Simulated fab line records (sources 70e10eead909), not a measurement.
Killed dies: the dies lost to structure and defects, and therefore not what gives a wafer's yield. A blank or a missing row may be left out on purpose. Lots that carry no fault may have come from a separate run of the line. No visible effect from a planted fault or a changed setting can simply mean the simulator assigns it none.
The tool behind it: which one?    flow nand harc    6 lots with 18 wafers sampled at 4 steps, on a route of 1159 steps

== WHAT EACH GAUGE READ, for each wafer ==
NHARC_A_ONON_D1_THK_MEAS_18: measures by ellipsometry.
lot   measured      on             thk nm (nm)
L631  day 8 05:32   film metro-01  1004 1006 1003
L633  day 9 00:55   film metro-01  1014 1011 1014
L635  day 9 06:05   film metro-01  1021 1022 1022
L638  day 9 19:55   film metro-01  1001 1001 1000
L644  day 11 16:59  film metro-02  651 651 650 650 651 649
L650  day 12 16:25  film metro-02  995 995 993

== TOOL THAT RAN EACH LOT (tool first, then ch and the chambers of the sampled wafers, then the start) ==
lot   NHARC_P_M2_PRE_CLEAN_30                  NHARC_P_M2_PRE_CLEAN_32         NHARC_A_ONON_D1_DEP_16
L631  pvd sputter-01, day 6 17:05 or earlier   pecvd-04 ch 1,2, day 6 17:05    pecvd onon-02 ch 0, day 8 05:08
L633  pvd sputter-02, day 7 09:05 or earlier   pecvd-03 ch 0,2, day 7 09:05    pecvd onon-01 ch 0, day 9 00:29
L635  pvd sputter-01, day 7 15:34 or earlier   pecvd-04 ch 0,2, day 7 15:34    pecvd onon-04 ch 0, day 9 05:37
L638  pvd sputter-01, day 8 03:49 or earlier   pecvd-01 ch 0,1,2, day 8 03:49  pecvd onon-04 ch 0, day 9 19:31
L644  pvd sputter-03, day 10 02:25 or earlier  pecvd-01 ch 0,2, day 10 02:25   pecvd onon-01 ch 0, day 11 16:28
L650  pvd sputter-02, day 11 01:10 or earlier  pecvd-03 ch 0,2, day 11 01:10   pecvd onon-02 ch 0, day 12 15:55
- NHARC_P_M2_PRE_CLEAN_30: time 30 s.
- NHARC_P_M2_PRE_CLEAN_32: time 12 s.
- NHARC_A_ONON_D1_DEP_16: target thk 1000 nm.

== THE ANSWER, worked out from the rows above alone ==
Rule: the lots themselves supply what counts as usual. The widest of any qualifying gaps counts: lots, ordered by their means at a reading, are off when they make up no more than a third of the lots, leave a main group of 4 or more, and stand apart from it by 3 or more times the standard deviation of that group's means. A main group whose means are all the same, to the digits that the tables above print for the reading, isn't used. A lot without any number at a reading at which 4 lots or more have one is off too. Any other lot the step has rows for is counted as sound.
Off: L644 (NHARC_A_ONON_D1_THK_MEAS_18, thk nm). For the main group the mean is 1007 nm and the standard deviation 9.6.
A tool fits if, at a process step before that reading, it ran every lot that is off, and no sound lot after the first of them. Gauges at NHARC_A_ONON_D1_THK_MEAS_18: tried the same way as those tools. With no start given for some of its lots, NHARC_P_M2_PRE_CLEAN_30 uses the hours and lot order of NHARC_P_M2_PRE_CLEAN_32. Can't be told from this: 3 tools fit, pvd sputter-03 at NHARC_P_M2_PRE_CLEAN_30, pecvd-01 at NHARC_P_M2_PRE_CLEAN_32, pecvd onon-01 at NHARC_A_ONON_D1_DEP_16.

== WHAT HAD BEEN PUT IN BY THE SIMULATOR ==
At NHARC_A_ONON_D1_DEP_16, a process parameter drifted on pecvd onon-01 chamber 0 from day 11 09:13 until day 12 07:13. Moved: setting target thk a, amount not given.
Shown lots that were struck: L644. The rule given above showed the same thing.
